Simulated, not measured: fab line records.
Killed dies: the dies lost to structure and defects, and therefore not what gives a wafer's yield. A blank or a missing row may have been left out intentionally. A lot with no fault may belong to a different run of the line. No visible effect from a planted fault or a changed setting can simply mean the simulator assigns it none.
The tool behind it: which one?    flow nandHarc    18 wafers from 6 lots sampled at 5 of the route's 1302 steps

## WHAT THE GAUGES READ, wafer by wafer
NHARC_END_SORT_01.
lot   measured      on         killedAtArray
L762  day 30 09:55  prober-01  50 38 420

## TOOL THAT RAN EACH LOT (tool first, then ch and the chambers of the sampled wafers, then the start)
lot   NHARC_A_WL_FILL_CVD_03        NHARC_A_BONDPAD_PVD_27                  NHARC_THIN_TSV_ETCH_15           NHARC_THIN_TSV_ANNEAL_52
L749  cvdW-01 ch 0,1, day 20 20:56  pvdSputter-01, day 24 07:38 or earlier  rieSi-01 ch 0,1,2, day 24 07:38  rtpAnneal-01 ch 0, day 24 10:54
L752  cvdW-02 ch 0,1, day 21 14:52  pvdSputter-03, day 25 00:51 or earlier  rieSi-01 ch 2,3, day 25 00:51    rtpAnneal-02 ch 0, day 25 04:11
L755  cvdW-02 ch 0,1, day 23 06:35  pvdSputter-01, day 26 18:37 or earlier  rieSi-01 ch 0,1, day 26 18:37    rtpAnneal-02 ch 0, day 26 21:56
L762  cvdW-02 ch 0,1, day 26 11:31  pvdSputter-03, day 29 17:35 or earlier  rieSi-03 ch 1,3, day 29 17:35    rtpAnneal-01 ch 0, day 29 20:51
L765  cvdW-01 ch 1, day 27 11:49    pvdSputter-02, day 30 22:33 or earlier  rieSi-01 ch 0,1, day 30 22:33    rtpAnneal-01 ch 0, day 31 01:44
L769  cvdW-01 ch 0,1, day 29 06:35  pvdSputter-03, day 32 15:20 or earlier  rieSi-01 ch 0,1, day 32 15:20    rtpAnneal-01 ch 0, day 32 18:33
- NHARC_A_WL_FILL_CVD_03: deposits W, target thk 40 nm, time 279 s.
- NHARC_A_BONDPAD_PVD_27: deposits Cu, target thk 30 nm, time 20.49 s.
- NHARC_THIN_TSV_ETCH_15: target depth 3000 nm, bosch target overetch cycles 2, bosch etch step 2.8 s.
- NHARC_THIN_TSV_ANNEAL_52: time 90 s.

## THE ANSWER, worked out from the rows above alone
Rule: usual is defined by the lots themselves. The widest of any qualifying gaps counts: lots, ordered by their means at a reading, are off when they make up no more than a third of the lots, leave a main group of 4 or more, and stand apart from it by 3 or more times the standard deviation of that group's means. Not used: any main group whose means are identical at the precision the tables above print for the reading. A lot without any number at a reading at which 4 lots or more have one is off too. All remaining lots with rows at the step are treated as sound.
None of the lots is off at any reading shown; this tells nothing.

## WHAT THE SIMULATOR HAD INSERTED
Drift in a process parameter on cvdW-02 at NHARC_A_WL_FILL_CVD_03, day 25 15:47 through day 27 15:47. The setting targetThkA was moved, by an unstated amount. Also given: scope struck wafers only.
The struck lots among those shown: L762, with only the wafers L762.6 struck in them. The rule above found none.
